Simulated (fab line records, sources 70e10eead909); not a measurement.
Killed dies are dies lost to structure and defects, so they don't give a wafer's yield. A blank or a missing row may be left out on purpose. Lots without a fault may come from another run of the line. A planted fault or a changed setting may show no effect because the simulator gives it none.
Chamber matching | flow nand_harc | NHARC_P_ZERO_WELL_DESCUM_39 on rie_diel-02: 4 sister chambers
The step chemistry O2, time 3 s. 8 wafers are shown with their chamber, then 12 later ones without.

WAFERS WITH THEIR CHAMBER
wafer  | chamber | drypump_motor_current_A (A) | showerhead_plenum_p_Torr (Torr)
L087.2 | 1       | 6.0                         | 1.83
L091.3 | 1       | 6.0                         | 1.82
L092.1 | 0       | 5.6                         | 1.80
L092.2 | 3       | 6.0                         | 1.84
L092.4 | 2       | 4.8                         | 1.89
L093.1 | 3       | 6.1                         | 1.84
L093.3 | 2       | 4.7                         | 1.89
L093.5 | 0       | 5.5                         | 1.79

WAFERS WITHOUT THEIR CHAMBER
wafer  | drypump_motor_current_A (A) | showerhead_plenum_p_Torr (Torr)
L095.2 | 6.0                         | 1.84
L095.5 | 5.6                         | 1.79
L095.6 | 6.0                         | 1.84
L095.1 | 5.6                         | 1.79
L095.3 | 6.0                         | 1.82
L095.4 | 4.8                         | 1.89
L097.1 | 5.6                         | 1.79
L097.5 | 6.0                         | 1.82
L097.6 | 5.6                         | 1.79
L097.2 | 6.0                         | 1.84
L097.3 | 4.7                         | 1.89
L097.4 | 6.1                         | 1.82

WHICH CHAMBER EACH WENT THROUGH
wafer  | from the rows above | in truth
L095.2 | 3                   | 3
L095.5 | 0                   | 0
L095.6 | 3                   | 3
L095.1 | 0                   | 0
L095.3 | 1                   | 1
L095.4 | 2                   | 2
L097.1 | 0                   | 0
L097.5 | 1                   | 1
L097.6 | 0                   | 0
L097.2 | 3                   | 3
L097.3 | 2                   | 2
L097.4 | 1                   | 1
Placed correctly: 12 of 12. Can't be placed from these rows: 0. Placed wrongly: 0.
How it was worked out, from the rows above alone: a wafer's distance from a chamber is the root of the sum, over the readings, of the square of ((its reading less the chamber's mean) divided by the reading's scatter). The wafer belongs to the nearest chamber; if the next one is less than 2 further off, it can't be placed. A chamber's mean is the mean of its shown wafers. The scatter: the root of (the sum of the squares of (reading less its chamber's mean) over the shown wafers, divided by (wafers less chambers)).
